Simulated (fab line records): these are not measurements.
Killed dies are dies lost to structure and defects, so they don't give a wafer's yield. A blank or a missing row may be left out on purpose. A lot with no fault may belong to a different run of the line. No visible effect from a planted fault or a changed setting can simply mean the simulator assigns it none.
fab line records	flow n5_finfet
record: lots: 6	wafers: 18	last_day: 19
route steps=1938 shown BEOL_M3@1006 BEOL_M4@1111 PASSIVATION@1936
lots that met no fault: taken from a fault-free run of the same line
start_h: hours from the record's first day to the start of the lot's first wafer shown	wait_h: hours from the lot's prior step to this one	" repeats the value in the row above	L1.1+2: a single row standing in for several wafers	- no value, or no start was given	* or withheld: withheld	< > ~ a bound
route shown NAME@n: names a module that has steps shown in the file, with the first one's number in the route	usual: mean and standard deviation over wafers with no fault	same: alike in all rows	chamber/n: place in a boat	sites: each site's reading	_std_site: their standard deviation	_edge_site: the outer-site mean with the inner-site mean subtracted	radius_mm: how far each site lies from the wafer's centre	mask NAME#n: copy n	behind: the tool/chamber that last shaped the wafer	hold: what put the lot on hold/how long, in hours/how the hold closed	device: transistor that didn't switch, given as n, p or np	end of line: the route-end tests of the same wafers	a step with no rows: only its recipe	killed: not the wafer's yield, but the dies lost to structure and defects at the first sort	map: per-die view of a wafer (x killed, . not killed, _ where there is no die)
set.NAME: the setting that was run; set.NAME@STEP: the one run at that earlier step	model.NAME: the simulator's own value behind a step, which no gauge read
lots seen at some steps along the route; tables by step, rows by wafer
services: from which hour (start_h, from the record's first day; less than 0 if before it) a tool's chamber was out of use, for how many hours, and why
== steps ==
step: N5_BEOL_M3_SPUTTER_92
recipe: material: Cu	target_thk_a: 45	temp_c: -20	chamber_pressure_pa: 0.07	power_w: withheld	time_s: 8.29
step: N5_BEOL_M3_ANNEAL_93
recipe: temp_c: 400	time_s: 240	ambient: vacuum
usual: heater_power_w: 856/71	susceptor_temp_C: 400.01/0.21
lot.wafer	tool	chamber	start_h	wait_h	heater_power_w	susceptor_temp_C
L889.1	pvd_sputter-01	-	170.63	0.0	733	399.87
L889.5	"	-	"	"	878	400.04
L889.6	"	-	"	"	733	399.83
L898.2	pvd_sputter-01	-	217.72	0.0	837	400.08
L898.4	"	-	"	"	965	399.76
L898.5	"	-	"	"	815	399.53
L904.1	pvd_sputter-02	-	286.30	0.0	781	399.72
L904.2	"	-	"	"	912	400.06
L904.4	"	-	"	"	785	400.12
L908.1	pvd_sputter-03	-	287.76	0.0	934	399.87
L908.2	"	-	"	"	934	399.97
L908.4	"	-	"	"	929	400.27
L909.2	pvd_sputter-01	-	287.76	0.0	948	400.22
L909.3	"	-	"	"	831	399.74
L909.4	"	-	"	"	732	400.16
L910.1	pvd_sputter-03	-	296.36	0.0	919	400.04
L910.2	"	-	"	"	920	399.86
L910.3	"	-	"	"	915	400.15
step: N5_BEOL_M3_SPUTTER_94
recipe: material: Cu	target_thk_a: 45	temp_c: -20	chamber_pressure_pa: 0.07	power_w: withheld	time_s: 8.29
step: N5_BEOL_M3_ANNEAL_95
recipe: temp_c: 400	time_s: 240	ambient: vacuum
usual: heater_power_w: 853/73	susceptor_temp_C: 399.99/0.2
lot.wafer	tool	chamber	start_h	wait_h	heater_power_w	susceptor_temp_C
L889.1	pvd_sputter-01	-	170.85	0.0	737	400.06
L889.5	"	-	"	"	864	400.02
L889.6	"	-	"	"	722	399.82
L898.2	pvd_sputter-01	-	217.94	0.0	823	399.96
L898.4	"	-	"	"	936	400.03
L898.5	"	-	"	"	794	399.92
L904.1	pvd_sputter-02	-	286.52	0.0	788	400.10
L904.2	"	-	"	"	893	400.08
L904.4	"	-	"	"	757	400.06
L908.1	pvd_sputter-03	-	287.98	0.0	926	399.83
L908.2	"	-	"	"	909	399.71
L908.4	"	-	"	"	955	399.80
L909.2	pvd_sputter-01	-	287.98	0.0	932	400.59
L909.3	"	-	"	"	822	400.32
L909.4	"	-	"	"	743	400.01
L910.1	pvd_sputter-03	-	296.58	0.0	909	400.00
L910.2	"	-	"	"	900	399.97
L910.3	"	-	"	"	921	400.27
step: N5_BEOL_M3_SPUTTER_96
recipe: material: Cu	target_thk_a: 45	temp_c: -20	chamber_pressure_pa: 0.07	power_w: withheld	time_s: 8.29
usual: susceptor_temp_C: -19.98/0.098	throttle_valve_pct: 30.2/1.1
lot.wafer	tool	chamber	start_h	wait_h	susceptor_temp_C	throttle_valve_pct
L889.1	pvd_sputter-01	-	170.99	0.1	-19.88	27.9
L889.5	"	-	"	"	-20.18	31.1
L889.6	"	-	"	"	-19.86	28.4
L898.2	pvd_sputter-01	-	218.08	0.1	-20.10	30.7
L898.4	"	-	"	"	-20.12	31.5
L898.5	"	-	"	"	-19.86	30.7
L904.1	pvd_sputter-02	-	286.66	0.1	-20.05	30.0
L904.2	"	-	"	"	-20.09	28.1
L904.4	"	-	"	"	-20.14	31.3
L908.1	pvd_sputter-03	-	288.12	0.1	-19.92	29.2
L908.2	"	-	"	"	-19.81	30.0
L908.4	"	-	"	"	-20.07	31.1
L909.2	pvd_sputter-01	-	288.12	0.1	-19.82	31.8
L909.3	"	-	"	"	-20.02	30.7
L909.4	"	-	"	"	-19.87	28.3
L910.1	pvd_sputter-03	-	296.72	0.1	-19.91	30.8
L910.2	"	-	"	"	-19.93	29.8
L910.3	"	-	"	"	-19.96	28.9
step: N5_BEOL_M3_ECD_50
recipe: material: Cu	target_thk_a: 3000
step: N5_BEOL_M3_ANNEAL_51
recipe: temp_c: 225	time_s: 90	ambient: N2
step: N5_BEOL_M3_CMP_52
recipe: stop_on: SiOC	t_overpolish_s: 6.8	down_force_psi: 1	platen_rpm: 50	clearing_platen_down_force_psi: 1.5	clearing_platen_rpm: 50	post_cmp_clean: cu_alkaline	target_thk_nm: 40	clearing_platen_pad_velocity_m_s: 0.99484	pad_velocity_m_s: 0.99484
step: N5_BEOL_M3_THK_MEAS_53
recipe: thk_meas_gauge: xrf	reads: Cu_of_BEOL_M3_ECD_50
usual: M3_THK: 40.6/1.5
lot.wafer	tool	chamber	start_h	wait_h	M3_THK[nm]
L889.1	film_metro-01	-	171.78	-	38.6
L889.5	"	-	"	"	43.1
L889.6	"	-	"	"	40.9
L898.2	film_metro-02	-	219.41	-	38.0
L898.4	"	-	"	"	39.1
L898.5	"	-	"	"	39.2
L904.1	film_metro-01	-	287.45	-	41.0
L904.2	"	-	"	"	38.7
L904.4	"	-	"	"	39.7
L908.1	film_metro-02	-	288.90	-	40.3
L908.2	"	-	"	"	40.7
L908.4	"	-	"	"	40.8
L909.2	film_metro-02	-	289.11	-	38.7
L909.3	"	-	"	"	40.2
L909.4	"	-	"	"	41.3
L910.1	film_metro-02	-	297.51	-	39.5
L910.2	"	-	"	"	41.4
L910.3	"	-	"	"	40.4
step: N5_BEOL_M3_PRE_CLEAN_60
recipe: gas: NH3/H2	time_s: 15	temp_c: *	rf_power_w: 300
usual: heater_power_w: 88/20	susceptor_temp_C: *
lot.wafer	tool	chamber	start_h	wait_h	heater_power_w	since_wet_clean_h	susceptor_temp_C
L889.1	cvd_co-01	1	171.82	0.0	95	35	*
L889.5	"	1	"	"	93	-	*
L889.6	"	0	"	"	69	-	*
L898.2	cvd_co-02	1	219.45	0.0	121	1198	*
L898.4	"	0	"	"	63	-	*
L898.5	"	1	"	"	119	-	*
L904.1	cvd_co-02	0	287.49	0.0	65	829	*
L904.2	"	1	"	"	119	1266	*
L904.4	"	1	"	"	122	-	*
L908.1	cvd_co-01	0	289.03	0.1	71	1049	*
L908.2	"	2	"	"	105	590	*
L908.4	"	2	"	"	110	-	*
L909.2	cvd_co-02	0	289.15	0.0	67	830	*
L909.3	"	1	"	"	122	1268	*
L909.4	"	2	"	"	81	-	*
L910.1	cvd_co-01	1	297.55	0.0	97	161	*
L910.2	"	2	"	"	106	598	*
L910.3	"	0	"	"	70	1058	*
step: N5_BEOL_M3_CO_CAP_55
recipe: material: Co	target_thk_a: 20	temp_c: 200	precursor: CCTBA/H2	pressure_torr: 30	time_s: 102.1
usual: heater_power_w: 240/25	susceptor_temp_C: 199.99/0.15
lot.wafer	tool	chamber	start_h	wait_h	heater_power_w	since_wet_clean_h	susceptor_temp_C
L889.1	cvd_co-01	1	171.86	0.0	246	35	199.80
L889.5	"	1	"	"	242	-	199.97
L889.6	"	0	"	"	209	-	200.22
L898.2	cvd_co-02	1	219.49	0.0	278	1198	200.03
L898.4	"	0	"	"	208	-	199.93
L898.5	"	1	"	"	276	-	200.13
L904.1	cvd_co-02	0	287.53	0.0	208	829	199.71
L904.2	"	1	"	"	273	1266	199.96
L904.4	"	1	"	"	281	-	200.13
L908.1	cvd_co-01	0	289.07	0.0	217	1049	199.89
L908.2	"	2	"	"	256	590	199.92
L908.4	"	2	"	"	263	-	199.90
L909.2	cvd_co-02	0	289.19	0.0	208	831	200.13
L909.3	"	1	"	"	276	1268	200.00
L909.4	"	2	"	"	233	-	200.01
L910.1	cvd_co-01	1	297.59	0.0	253	161	199.83
L910.2	"	2	"	"	257	598	199.93
L910.3	"	0	"	"	217	1058	199.99
step: N5_BEOL_M3_PRE_CLEAN_56
recipe: gas: NH3	time_s: 15	temp_c: withheld	rf_power_w: 300
step: N5_BEOL_M3_DEP_57
recipe: material: SiCN	target_thk_a: 80	temp_c: withheld	precursor: 3MS/NH3	pressure_torr: 3	rf_w: 202	time_s: 14
usual: chamber_pressure_Torr: 3.000/0.006	rf_fwd_power_W: 199.6/0.9	showerhead_plenum_p_Torr: 3.661/0.01	throttle_valve_pct: 9.1/0.49
lot.wafer	tool	chamber	start_h	wait_h	chamber_pressure_Torr	rf_fwd_power_W	showerhead_plenum_p_Torr	since_wet_clean_h	throttle_valve_pct
L889.1	pecvd-02	0	171.97	0.0	2.992	200.1	3.672	876	9.5
L889.5	"	1	"	"	3.009	199.8	3.649	-	9.2
L889.6	"	0	"	"	2.998	199.4	3.667	-	9.4
L898.2	pecvd-02	0	219.61	0.0	2.995	198.6	3.659	923	9.6
L898.4	"	2	"	"	3.007	197.8	3.665	-	8.7
L898.5	"	0	"	"	2.990	199.4	3.674	-	9.3
L904.1	pecvd-04	1	287.64	0.0	-	-	-	-	-
L904.2	"	2	"	"	-	-	-	-	-
L904.4	"	0	"	"	-	-	-	-	-
L908.1	pecvd-02	2	289.18	0.0	-	-	-	-	-
L908.2	"	1	"	"	-	-	-	-	-
L908.4	"	0	"	"	-	-	-	-	-
L909.2	pecvd-01	1	289.32	0.0	3.006	200.7	3.670	1537	9.7
L909.3	"	1	"	"	3.009	200.9	3.673	-	9.9
L909.4	"	2	"	"	2.995	198.8	3.652	-	8.3
L910.1	pecvd-02	1	297.70	0.0	3.001	199.3	3.651	1727	8.8
L910.2	"	0	"	"	2.997	199.2	3.674	1002	9.4
L910.3	"	2	"	"	3.008	200.0	3.670	248	8.8
step: N5_BEOL_M4_RC_MEAS_101
usual: DIBL_N: 36.3/1.7	DIBL_P: 36.5/2.1	IOFF_N: 0.16/0.03	IOFF_P: 0.22/0.035	ION_N: 675/11	ION_P: 465/7.1	SS_N: 71.5/0.62	SS_P: 73.3/0.64	VT_N: 250/3.1	VT_P: -249.1/3
lot.wafer	tool	chamber	start_h	wait_h	DIBL_N[mV/V]	DIBL_P[mV/V]	IOFF_N[nA/um]	IOFF_P[nA/um]	ION_N[uA/um]	ION_P[uA/um]	SS_N[mV/dec]	SS_P[mV/dec]	VT_N[mV]	VT_P[mV]
L889.1	prober-02	0	181.67	0.0	36.7	36.7	0.16	0.20	687	468	71.6	73.2	249	-250.3
L889.5	"	0	"	"	35.5	34.5	0.13	0.17	669	456	71.5	72.6	254	-253.4
L889.6	"	0	"	"	34.6	33.6	0.12	0.16	662	456	71.1	72.2	256	-252.2
L898.2	prober-02	0	226.60	0.2	35.6	33.2	0.14	0.18	665	456	70.7	73.3	250	-251.6
L898.4	"	0	"	"	35.3	34.0	0.12	0.19	663	466	71.8	73.2	252	-247.7
L898.5	"	0	"	"	32.5	31.1	0.10	0.15	662	466	69.9	72.9	254	-252.9
L909.2	prober-02	0	312.40	0.2	39.3	40.9	0.22	0.28	703	484	71.4	74.7	248	-245.9
L909.3	"	0	"	"	37.3	38.2	0.18	0.23	686	465	71.7	73.7	246	-248.6
L909.4	"	0	"	"	38.5	39.9	0.20	0.27	678	466	71.7	73.9	250	-247.1
L910.1	prober-02	0	332.04	0.0	35.3	37.3	0.16	0.22	697	477	71.7	73.4	247	-247.2
L910.2	"	0	"	"	37.0	38.8	0.19	0.24	684	466	71.6	73.7	247	-247.8
L910.3	"	0	"	"	36.2	38.5	0.17	0.26	688	474	71.9	74.0	247	-246.5
step: N5_PASSIVATION_PROBE_49
usual: defect_limited_yield: 91.2/1.4	killed_at_M0_to_M3: 36/10	killed_at_M4_up: 13/5.1	killed_at_contacts: 12/5.4	killed_at_front_end: 39/11	killed_at_other: 3.5/2.4	killed_dies: 104/17	killed_on_rim: 14/3.8	killed_open: 67/13	killed_short: 36/8.3	sort_bin_5_function: 5.2/0.98	sort_bin_6_memory: 3.3/0.68	sort_n_pass: 1076/17	sort_yield_pct: 91.2/1.4
same: gross_dies: 1180	killed_at_back_side: 0	sort_bin_4_leakage[%]: 0	sort_bin_8_speed[%]: 0
lot.wafer	tool	chamber	start_h	wait_h	defect_limited_yield[%]	killed_at_M0_to_M3	killed_at_M4_up	killed_at_contacts	killed_at_front_end	killed_at_other	killed_dies	killed_on_rim	killed_open	killed_short	sort_bin_5_function[%]	sort_bin_6_memory[%]	sort_n_pass	sort_yield_pct[%]
L904.1	prober-01	-	448.83	0.0	0	1121	18	10	28	3	1180	152	59	35	97.3	2.5	0	0
L904.2	prober-01	-	448.88	0.1	0	1091	23	8	57	1	1180	152	82	52	96.2	3.6	0	0
L904.4	prober-01	-	448.98	0.2	0	1102	14	8	53	3	1180	152	65	37	96.8	3.0	0	0
L908.1	prober-01	-	450.80	0.0	0	1119	8	11	39	3	1180	152	71	40	96.4	3.1	0	0
L908.2	prober-01	-	450.85	0.1	0	1135	8	4	31	2	1180	152	68	21	96.6	3.2	0	0
L908.4	prober-01	-	450.95	0.2	0	1133	10	6	31	0	1180	152	54	33	96.5	3.2	0	0
killed by level:class
L904.1 BEOL_M3:area_dep=1086 MOL_CONTACT_COAG:geometric_particle:open=9 BEOL_M0_SAQP:geometric_particle:open=9 BEOL_M0_SAQP:geometric_particle:short=9 FIN_SAQP:geometric_particle:short=7 BEOL_M1:geometric_particle:open=7 BEOL_M4:geometric_particle:open=7 BEOL_M2:geometric_particle:open=6
L904.2 BEOL_M3:area_dep=1045 STI_FIN_REVEAL:geometric_particle:open=16 BEOL_M0_SAQP:geometric_particle:short=12 BEOL_M4:geometric_particle:open=11 FIN_SAQP:geometric_particle:short=10 BEOL_M0_SAQP:geometric_particle:open=10 BEOL_M2:geometric_particle:open=10 FIN_SAQP:geometric_particle:open=8
L904.4 BEOL_M3:area_dep=1077 STI_FIN_REVEAL:geometric_particle:open=14 GATE_CUT:geometric_particle:short=9 BEOL_M0_SAQP:geometric_particle:open=9 BEOL_M4:geometric_particle:open=8 FIN_SAQP:geometric_particle:open=7 BEOL_M0_SAQP:geometric_particle:short=7 FIN_SAQP:geometric_particle:short=6
L908.1 BEOL_M3:area_dep=1069 FIN_SAQP:geometric_particle:open=13 BEOL_M2:geometric_particle:open=12 BEOL_M0_SAQP:geometric_particle:short=10 BEOL_M0_SAQP:geometric_particle:open=9 FIN_SAQP:geometric_particle:short=8 MOL_CONTACT_COAG:geometric_particle:open=8 BEOL_M1:geometric_particle:open=6
L908.2 BEOL_M3:area_dep=1091 BEOL_M0_SAQP:geometric_particle:short=12 BEOL_M1:geometric_particle:open=11 DUMMY_GATE:geometric_particle:open=7 BEOL_M0_SAQP:geometric_particle:open=7 BEOL_M2:geometric_particle:open=7 FIN_SAQP:geometric_particle:open=6 STI_FIN_REVEAL:geometric_particle:open=5
L908.4 BEOL_M3:area_dep=1092 BEOL_M1:geometric_particle:open=11 BEOL_M0_SAQP:geometric_particle:short=6 BEOL_M2:geometric_particle:open=6 FIN_SAQP:geometric_particle:open=5 STI_FIN_REVEAL:geometric_particle:open=5 BEOL_M0_SAQP:geometric_particle:open=5 BEOL_M3:geometric_particle:open=5
map L904.1 (x killed, . not)
_________________xxxxxxxxxxxx________________
______________xxxxxxxxxxxxxxxxxx_____________
___________xxxxxxxxxxxxxxxxxxxxxxxx__________
__________xxxxxxxxxxxxxxxxxxxxxxxxxx_________
________xxxxxxxxxxxxxxxxxxxxxxxxxxxxxx_______
_______xxxxxxxxxxxxxxxxxxxxxxxxxxxxxxxx______
______xxxxxxxxxxxxxxxxxxxxxxxxxxxxxxxxxx_____
_____xxxxxxxxxxxxxxxxxxxxxxxxxxxxxxxxxxxx____
____xxxxxxxxxxxxxxxxxxxxxxxxxxxxxxxxxxxxxx___
___xxxxxxxxxxxxxxxxxxxxxxxxxxxxxxxxxxxxxxxx__
___xxxxxxxxxxxxxxxxxxxxxxxxxxxxxxxxxxxxxxxx__
__xxxxxxxxxxxxxxxxxxxxxxxxxxxxxxxxxxxxxxxxxx_
__xxxxxxxxxxxxxxxxxxxxxxxxxxxxxxxxxxxxxxxxxx_
_xxxxxxxxxxxxxxxxxxxxxxxxxxxxxxxxxxxxxxxxxxxx
_xxxxxxxxxxxxxxxxxxxxxxxxxxxxxxxxxxxxxxxxxxxx
_xxxxxxxxxxxxxxxxxxxxxxxxxxxxxxxxxxxxxxxxxxxx
_xxxxxxxxxxxxxxxxxxxxxxxxxxxxxxxxxxxxxxxxxxxx
_xxxxxxxxxxxxxxxxxxxxxxxxxxxxxxxxxxxxxxxxxxxx
_xxxxxxxxxxxxxxxxxxxxxxxxxxxxxxxxxxxxxxxxxxxx
_xxxxxxxxxxxxxxxxxxxxxxxxxxxxxxxxxxxxxxxxxxxx
_xxxxxxxxxxxxxxxxxxxxxxxxxxxxxxxxxxxxxxxxxxxx
__xxxxxxxxxxxxxxxxxxxxxxxxxxxxxxxxxxxxxxxxxx_
__xxxxxxxxxxxxxxxxxxxxxxxxxxxxxxxxxxxxxxxxxx_
___xxxxxxxxxxxxxxxxxxxxxxxxxxxxxxxxxxxxxxxx__
___xxxxxxxxxxxxxxxxxxxxxxxxxxxxxxxxxxxxxxxx__
____xxxxxxxxxxxxxxxxxxxxxxxxxxxxxxxxxxxxxx___
_____xxxxxxxxxxxxxxxxxxxxxxxxxxxxxxxxxxxx____
______xxxxxxxxxxxxxxxxxxxxxxxxxxxxxxxxxx_____
_______xxxxxxxxxxxxxxxxxxxxxxxxxxxxxxxx______
________xxxxxxxxxxxxxxxxxxxxxxxxxxxxxx_______
__________xxxxxxxxxxxxxxxxxxxxxxxxxx_________
___________xxxxxxxxxxxxxxxxxxxxxxxx__________
______________xxxxxxxxxxxxxxxxxx_____________
_________________xxxxxxxxxxxx________________
map L908.1 (x killed, . not)
_________________xxxxxxxxxxxx________________
______________xxxxxxxxxxxxxxxxxx_____________
___________xxxxxxxxxxxxxxxxxxxxxxxx__________
__________xxxxxxxxxxxxxxxxxxxxxxxxxx_________
________xxxxxxxxxxxxxxxxxxxxxxxxxxxxxx_______
_______xxxxxxxxxxxxxxxxxxxxxxxxxxxxxxxx______
______xxxxxxxxxxxxxxxxxxxxxxxxxxxxxxxxxx_____
_____xxxxxxxxxxxxxxxxxxxxxxxxxxxxxxxxxxxx____
____xxxxxxxxxxxxxxxxxxxxxxxxxxxxxxxxxxxxxx___
___xxxxxxxxxxxxxxxxxxxxxxxxxxxxxxxxxxxxxxxx__
___xxxxxxxxxxxxxxxxxxxxxxxxxxxxxxxxxxxxxxxx__
__xxxxxxxxxxxxxxxxxxxxxxxxxxxxxxxxxxxxxxxxxx_
__xxxxxxxxxxxxxxxxxxxxxxxxxxxxxxxxxxxxxxxxxx_
_xxxxxxxxxxxxxxxxxxxxxxxxxxxxxxxxxxxxxxxxxxxx
_xxxxxxxxxxxxxxxxxxxxxxxxxxxxxxxxxxxxxxxxxxxx
_xxxxxxxxxxxxxxxxxxxxxxxxxxxxxxxxxxxxxxxxxxxx
_xxxxxxxxxxxxxxxxxxxxxxxxxxxxxxxxxxxxxxxxxxxx
_xxxxxxxxxxxxxxxxxxxxxxxxxxxxxxxxxxxxxxxxxxxx
_xxxxxxxxxxxxxxxxxxxxxxxxxxxxxxxxxxxxxxxxxxxx
_xxxxxxxxxxxxxxxxxxxxxxxxxxxxxxxxxxxxxxxxxxxx
_xxxxxxxxxxxxxxxxxxxxxxxxxxxxxxxxxxxxxxxxxxxx
__xxxxxxxxxxxxxxxxxxxxxxxxxxxxxxxxxxxxxxxxxx_
__xxxxxxxxxxxxxxxxxxxxxxxxxxxxxxxxxxxxxxxxxx_
___xxxxxxxxxxxxxxxxxxxxxxxxxxxxxxxxxxxxxxxx__
___xxxxxxxxxxxxxxxxxxxxxxxxxxxxxxxxxxxxxxxx__
____xxxxxxxxxxxxxxxxxxxxxxxxxxxxxxxxxxxxxx___
_____xxxxxxxxxxxxxxxxxxxxxxxxxxxxxxxxxxxx____
______xxxxxxxxxxxxxxxxxxxxxxxxxxxxxxxxxx_____
_______xxxxxxxxxxxxxxxxxxxxxxxxxxxxxxxx______
________xxxxxxxxxxxxxxxxxxxxxxxxxxxxxx_______
__________xxxxxxxxxxxxxxxxxxxxxxxxxx_________
___________xxxxxxxxxxxxxxxxxxxxxxxx__________
______________xxxxxxxxxxxxxxxxxx_____________
_________________xxxxxxxxxxxx________________
== services ==
tool	chamber	start_h	hours	kind
cvd_co-02	-	173.97	5.8	repair
pecvd-01	2	202.38	-	clean
pecvd-01	2	202.38	-	consumable_replace:showerhead
pecvd-01	2	202.38	29.0	scheduled_down
pecvd-01	2	202.38	29.0	vent_cycle
cvd_co-02	-	222.66	6.0	pm
cvd_co-02	-	235.32	13.1	repair
pecvd-02	1	244.20	30.8	repair
cvd_co-01	-	254.04	0.8	repair
pecvd-04	2	254.70	2.1	scheduled_down
pecvd-01	2	284.86	2.1	scheduled_down
pecvd-01	0	288.83	5.5	scheduled_down
pecvd-04	-	289.65	1.4	repair
pecvd-01	-	295.24	5.5	pm
== key ==
first_sign: step: N5_BEOL_M3_DEP_57	reading: tool_record	direction: missing
effect: step: N5_PASSIVATION_PROBE_49	reading: killed_at_M0_to_M3	direction: up	sigmas: 99+	usual: 36	struck: 1117
more_kills_born_at: N5_BEOL_M3_DEP_57@pecvd-02: 3252	N5_BEOL_M3_DEP_57@pecvd-04: 3208
met_at N5_BEOL_M3_DEP_57
struck_wafers L904.1,L904.2,L904.4,L908.1,L908.2,L908.4
later_rows_left_out L904.1,L904.2,L904.4,L908.1,L908.2,L908.4
onset_between 219.61 287.64
fault: kind: skipped_step_whole	tool: pecvd-02,pecvd-04	chamber: -	onset_h: 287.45	steps: N5_BEOL_M3_DEP_57	scope: struck_lots_only
later_rows_left_out: the simulator's readings of these wafers behind a module that went badly wrong aren't trusted and aren't shown, but for the sort
